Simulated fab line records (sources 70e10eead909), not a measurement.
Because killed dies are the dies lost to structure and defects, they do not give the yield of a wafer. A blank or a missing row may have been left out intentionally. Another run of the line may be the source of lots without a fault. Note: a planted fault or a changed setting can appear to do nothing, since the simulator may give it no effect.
Matching of chambers + flow nand harc + 4 sister chambers for NHARC_A_CHANNEL_HOLE_D1_DESCUM_15 on rie diel-05
The step chemistry O2, time 3 s. 14 wafers are shown with their chamber, then 7 later ones without.

## WAFERS WITH THEIR CHAMBER
| wafer  | chamber | showerhead plenum p Torr (Torr) | drypump motor current A (A) | oes product au (a.u.) |
|--------|---------|---------------------------------|-----------------------------|-----------------------|
| L433.1 | 1       | 2.02                            | 5.7                         | 1.001                 |
| L433.2 | 2       | 1.85                            | 6.4                         | 0.991                 |
| L433.6 | 0       | 1.94                            | 5.2                         | 1.008                 |
| L434.1 | 0       | 1.94                            | 5.2                         | 1.016                 |
| L434.2 | 3       | 1.99                            | 6.0                         | 1.019                 |
| L434.5 | 2       | 1.85                            | 6.3                         | 1.008                 |
| L438.2 | 1       | 2.02                            | 5.7                         | 0.992                 |
| L438.3 | 3       | 1.99                            | 6.0                         | 0.997                 |
| L438.5 | 0       | 1.94                            | 5.2                         | 1.006                 |
| L441.1 | 2       | 1.85                            | 6.4                         | 1.000                 |
| L441.2 | 1       | 2.01                            | 5.7                         | 0.985                 |
| L441.6 | 1       | 2.01                            | 5.7                         | 0.985                 |
| L442.1 | 3       | 1.99                            | 6.0                         | 1.005                 |
| L442.3 | 2       | 1.85                            | 6.3                         | 1.007                 |

SIGNATURES (means of the wafers above)
| reading                  | chamber 0 | chamber 1 | chamber 2 | chamber 3 | scatter within a chamber |
|--------------------------|-----------|-----------|-----------|-----------|--------------------------|
| showerhead plenum p Torr | 1.9400    | 2.0150    | 1.8500    | 1.9900    | 0.00316                  |
| drypump motor current A  | 5.200     | 5.700     | 6.350     | 6.000     | 0.0316                   |
| oes product au           | 1.01000   | 0.99075   | 1.00150   | 1.00700   | 0.00813                  |
Rule: for each reading, subtract the chamber's mean from the wafer's reading, divide by that reading's scatter and square the result; add these up over the readings and take the root, which gives the wafer's distance from the chamber. The wafer belongs to the nearest chamber; if the next one is less than 2 further off, it can't be placed. The scatter is the square root of a quotient: the sum, over the shown wafers, of each reading's squared deviation from its chamber's mean, divided by wafers minus chambers.

## WAFERS MISSING THEIR CHAMBER
| wafer  | showerhead plenum p Torr (Torr) | drypump motor current A (A) | oes product au (a.u.) |
|--------|---------------------------------|-----------------------------|-----------------------|
| L442.6 | 1.99                            | 6.0                         | 0.997                 |
| L452.1 | 1.94                            | 5.2                         | 0.992                 |
| L452.5 | 1.99                            | 6.0                         | 0.995                 |
| L452.6 | 1.85                            | 6.4                         | 1.004                 |
| L453.1 | 1.85                            | 6.3                         | 1.003                 |
| L453.3 | 2.01                            | 5.7                         | 0.974                 |
| L453.5 | 1.94                            | 5.2                         | 0.996                 |

## WHICH CHAMBER EACH ONE RAN IN
| wafer  | from the rows above | in truth |
|--------|---------------------|----------|
| L442.6 | 3                   | 3        |
| L452.1 | 0                   | 0        |
| L452.5 | 3                   | 3        |
| L452.6 | 2                   | 2        |
| L453.1 | 2                   | 2        |
| L453.3 | 1                   | 1        |
| L453.5 | 0                   | 0        |
Correctly placed: 7 of 7. Left unplaced by these rows: 0. Placed wrongly: 0.
